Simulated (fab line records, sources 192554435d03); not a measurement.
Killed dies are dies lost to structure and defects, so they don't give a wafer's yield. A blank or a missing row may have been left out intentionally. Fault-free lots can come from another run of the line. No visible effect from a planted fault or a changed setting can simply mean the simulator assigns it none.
Matching of chambers | flow n5Finfet | N5_BEOL_M10_CMP_52 on cmp-04 has 4 sister chambers
The step polishes, stops on SiCOH lowk, t overpolish 7 s, target thk 140 nm. 16 wafers are shown with their chamber, then 8 later ones without.

== WAFERS WITH THEIR CHAMBER ==
wafer  | chamber | timeToEndpointS (s) | motorCurrentA (A) | barrierFieldEndpointS (s)
L074.1 | 1       | 72                  | 5.8               | 30.3
L074.4 | 0       | 66                  | 5.9               | 28.5
L074.6 | 2       | 72                  | 6.2               | 29.6
L077.2 | 2       | 66                  | 5.5               | 29.6
L077.3 | 0       | 60                  | 5.7               | 28.1
L077.5 | 2       | 64                  | 6.0               | 29.0
L089.1 | 2       | 68                  | 6.3               | 29.8
L089.2 | 1       | 70                  | 5.5               | 28.7
L089.4 | 0       | 65                  | 5.8               | 29.5
L088.2 | 0       | 65                  | 5.3               | 28.2
L088.5 | 2       | 67                  | 6.3               | 29.2
L088.6 | 1       | 71                  | 5.6               | 30.2
L087.1 | 2       | 68                  | 6.3               | 28.4
L087.2 | 1       | 73                  | 6.0               | 28.4
L087.6 | 2       | 70                  | 6.1               | 28.4
L091.3 | 3       | 58                  | 6.8               | 27.5

SIGNATURES (averages over the wafers above)
reading               | chamber 0 | chamber 1 | chamber 2 | chamber 3 | scatter within a chamber
timeToEndpointS       | 64.00     | 71.50     | 67.86     | 58.00     | 2.38
motorCurrentA         | 5.675     | 5.725     | 6.100     | 6.800     | 0.267
barrierFieldEndpointS | 28.575    | 29.400    | 29.143    | 27.500    | 0.716
Rule: a wafer's distance from a chamber is the root of the sum, over the readings, of the square of ((its reading less the chamber's mean) divided by the reading's scatter). If the next closest chamber is less than 2 further off than the closest, the wafer can't be placed; otherwise it belongs to the closest. The scatter: take each reading less its chamber's mean, square it, sum over the shown wafers, divide by the number of wafers less the number of chambers, and take the root.

== WAFERS WITHOUT THEIR CHAMBER ==
wafer  | timeToEndpointS (s) | motorCurrentA (A) | barrierFieldEndpointS (s)
L091.4 | 65                  | 5.5               | 28.9
L091.5 | 70                  | 6.1               | 29.9
L096.1 | 62                  | 6.7               | 28.0
L096.2 | 67                  | 5.6               | 28.2
L096.5 | 69                  | 6.3               | 28.6
L097.4 | 60                  | 6.9               | 27.5
L097.5 | 70                  | 5.5               | 29.1
L097.6 | 65                  | 5.3               | 28.6

== WHICH CHAMBER EACH ONE RAN IN ==
wafer  | from the rows above          | in truth
L091.4 | can't be placed: 0 or 2      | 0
L091.5 | can't be placed: 2 or 1      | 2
L096.1 | can't be placed: 3 or 2      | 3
L096.2 | can't be placed: 0 or 2 or 1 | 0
L096.5 | can't be placed: 2 or 1 or 0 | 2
L097.4 | 3                            | 3
L097.5 | can't be placed: 1 or 2 or 0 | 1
L097.6 | can't be placed: 0 or 2 or 1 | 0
Placed correctly: 1 of 8. Cannot be placed on the basis of these rows: 7; the candidates contain the true chamber in 7. Placed wrongly: 0.
